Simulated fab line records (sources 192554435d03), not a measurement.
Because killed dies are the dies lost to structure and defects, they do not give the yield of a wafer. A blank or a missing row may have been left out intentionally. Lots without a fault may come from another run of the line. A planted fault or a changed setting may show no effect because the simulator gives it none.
Chamber matching	flow n5_finfet	rie_diel-02 running N5_BEOL_M13_ETCH_67: 4 sister chambers
The step etches SiARC in CF4, target depth 143 nm, time 238.3 s. 18 wafers are shown with their chamber, then 9 later ones without.

EACH WAFER AND ITS CHAMBER
wafer	chamber	drypump_motor_current_A (A)	showerhead_plenum_p_Torr (Torr)	etch_rf_on_time_s (s)
L075.1	2	5.8	2.20	240
L075.2	3	6.4	2.10	249
L075.6	3	6.4	2.10	250
L081.1	1	5.2	2.04	239
L081.3	0	5.9	2.27	232
L081.5	0	5.9	2.27	229
L080.1	2	5.8	2.19	245
L080.4	1	5.2	2.04	243
L080.5	2	5.8	2.19	244
L082.1	3	6.4	2.10	251
L082.2	0	5.9	2.27	234
L082.3	2	5.8	2.19	244
L084.1	1	5.2	2.04	239
L084.3	3	6.4	2.10	251
L084.6	2	5.8	2.19	242
L088.3	1	5.2	2.03	236
L088.4	0	5.9	2.27	231
L088.6	2	5.7	2.19	237

SIGNATURES, as means of the wafers listed above
reading	chamber 0	chamber 1	chamber 2	chamber 3	scatter within a chamber
drypump_motor_current_A	5.900	5.200	5.783	6.400	0.0244
showerhead_plenum_p_Torr	2.2700	2.0375	2.1917	2.1000	0.00336
etch_rf_on_time_s	231.50	239.25	242.00	250.25	2.49
Rule: for each reading, subtract the chamber's mean from the wafer's reading, divide by that reading's scatter and square the result; add these up over the readings and take the root, which gives the wafer's distance from the chamber. The wafer belongs to the nearest chamber; if the next one is less than 2 further off, it can't be placed. How the scatter is found: for the shown wafers, subtract from each reading the mean of its chamber, square and add these, divide the total by (wafers less chambers), then take the root.

WAFERS WHOSE CHAMBER IS MISSING
wafer	drypump_motor_current_A (A)	showerhead_plenum_p_Torr (Torr)	etch_rf_on_time_s (s)
L090.2	5.9	2.26	231
L090.4	5.2	2.03	239
L090.6	5.9	2.26	233
L093.1	5.9	2.26	233
L093.2	5.2	2.03	241
L093.5	5.2	2.03	240
L096.1	6.4	2.10	247
L096.2	5.2	2.03	238
L096.3	5.2	2.03	238

WHICH CHAMBER EACH ONE RAN IN
wafer	from the rows above	in truth
L090.2	0	0
L090.4	1	1
L090.6	0	0
L093.1	0	0
L093.2	1	1
L093.5	1	1
L096.1	3	3
L096.2	1	1
L096.3	1	1
Correctly placed: 9 of 9. From these rows, 0 cannot be placed. Number placed wrongly: 0.
